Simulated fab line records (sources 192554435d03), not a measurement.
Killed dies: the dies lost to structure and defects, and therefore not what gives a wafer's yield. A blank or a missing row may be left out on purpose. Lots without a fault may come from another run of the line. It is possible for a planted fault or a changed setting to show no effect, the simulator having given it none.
A lot that was struck, set against a sound lot | flow n5_finfet | 16 out of 1938 route steps
Sound: these wafers, L733.2, L733.3, L733.6. Struck: wafers L740.1, L740.2, L740.3. Last of all comes the cause.
Per side, at each step with rows, come the tool, then ch with its chambers, and then its first start. Under that, the readings that differ: sound wafers | struck wafers | difference of the means | sigmas: that difference in standard deviations of wafers without a fault.
alike: same words and numbers on both sides, and readings whose means sit less than 2 such deviations apart. not compared: any withheld reading, any reading some wafer has no value for, any bound like >300 that may hide the same value, and any number with overlapping values for which the record gives no deviation.
The two part at a step that has a row with sigmas, a row that says differs or no value, or rows on one side only. Non-overlapping numbers with no deviation appear without sigmas and do not part them. A reading missing from all wafers of one side parts the sides only when that side holds two or more wafers.

N5_BEOL_M0_SAQP_RECESS_104: chemistry HF/NH3, target SiO2, target depth 18 nm, afs cycles 3, sublimation time 60 s.
  sound on vapor_etch-01 ch 0,1, day 7 19:35; struck on vapor_etch-02 ch 0,1, day 9 15:01
  alike: drypump_motor_current_A
then, 1 step without rows for these wafers: N5_BEOL_M0_SAQP_COAT_105 (time 60 s, resist thk 100 nm).
N5_BEOL_M0_SAQP_ETCH_106: etches SOC in N2/H2, stops on SiNx, target depth 150 nm.
  sound on rie_diel-06 ch 0,2, day 7 20:02; struck on rie_diel-06 ch 0,1,3, day 9 15:28
  alike: bias_w, drypump_motor_current_A, oes_product_au, rf_vpp_V, showerhead_plenum_p_Torr, throttle_valve_pct
  not compared: rf_hours_counter_h
then, 1 step without rows for these wafers: N5_BEOL_M0_SAQP_ETCH_107 (etches SiNx in CH3F/O2, target depth 30 nm).
N5_BEOL_M0_SAQP_STRIP_108: strips in N2/H2.
  sound on rie_diel-06 ch 0,2, day 7 20:08; struck on rie_diel-06 ch 0,1,3, day 9 15:34
  alike: drypump_motor_current_A, oes_product_au, rf_vpp_V, showerhead_plenum_p_Torr, throttle_valve_pct
  not compared: rf_hours_counter_h
N5_BEOL_M0_SAQP_RECESS_109: chemistry HF/NH3, target SiO2, target depth 3 nm, afs cycles 1, sublimation time 60 s.
  sound on vapor_etch-02 ch 0,1, day 7 20:12; struck on vapor_etch-01 ch 0, day 9 15:37
  reading                     | sound       | struck      | difference | sigmas
  drypump_motor_current_A (A) | 5.4 5.9 5.4 | 6.2 6.2 6.2 | +0.6       | +2
N5_BEOL_M0_SAQP_SPACER2_ALD_26: deposits SiO2, target thk 15 nm, pulse time 1 s, purge time 2 s.
  sound on ald_sin-03 ch 0,1,2, day 7 20:20; struck on ald_sin-02 ch 0,1,3, day 9 15:53
  alike: heater_power_w, precursor_pulse_height_rel
then, 2 steps without rows for these wafers: N5_BEOL_M0_SAQP_SPACER2_ETCHBACK_27 (etches SiO2 in CHF3/O2, target depth 22.5 nm, time 11.25 s); N5_BEOL_M0_SAQP_MANDREL2_REMOVE_110 (chemistry HBr/Cl2/O2, target a-Si, stops on SiCN, bt time 10 s).
N5_BEOL_M0_SAQP_CD_MEAS_29 targets a cd of 14.4 nm.
  sound on cd_sem-01 ch 0, day 7 21:05; struck on cd_sem-02 ch 0, day 9 16:38
  alike: cd_nm
then, 2 steps without rows for these wafers: N5_BEOL_M0_SAQP_COAT_69 (time 60 s, resist thk 90 nm); N5_BEOL_M0_SAQP_COAT_72 (time 60 s, resist thk 15 nm).
N5_BEOL_M0_SAQP_COAT_87: time 60 s, resist thk 5 nm.
  sound on litho_track-05 ch 0, day 7 21:08; struck on litho_track-02 ch 0, day 9 16:40
  reading                  | sound                | struck               | difference | sigmas
  heater_power_total_W (W) | 393.6 392.9 392.3    | 385.5 384.6 386.4    | -7.4       | -6
  plate_temp_C (C)         | 204.99 205.01 205.17 | 202.82 202.78 202.55 | -2.34      | -16
then, 1 step without rows for these wafers: N5_BEOL_M0_SAQP_COAT_34 (resist thk 30 nm).
-- a jump in the record: the struck wafers' starts before and after are 4 days apart (it breaks off in module BEOL_M0_SAQP and resumes in module BEOL_M4, where the first step shown is number 1111 of the route) --
N5_BEOL_M4_RC_MEAS_101:
  sound on prober-01 ch 0, day 11 10:02; struck on prober-02 ch 0, day 13 10:18
  alike: DIBL_N, DIBL_P, IOFF_N, IOFF_P, ION_N, ION_P, SS_N, SS_P, VT_N, VT_P
-- record jumps: 5 days separate the struck wafers' starts on either side; left off in module BEOL_M4, taken up again in module PASSIVATION, whose first shown step is the route's number 1936 --
N5_PASSIVATION_PROBE_49:
  the record has rows for the struck wafers here (prober-02, day 18 12:28) and none for the sound ones

## WHERE THEY PART
At N5_BEOL_M0_SAQP_RECESS_109 first; at N5_PASSIVATION_PROBE_49 last (within this record only).

WHY: what had been put in by the simulator
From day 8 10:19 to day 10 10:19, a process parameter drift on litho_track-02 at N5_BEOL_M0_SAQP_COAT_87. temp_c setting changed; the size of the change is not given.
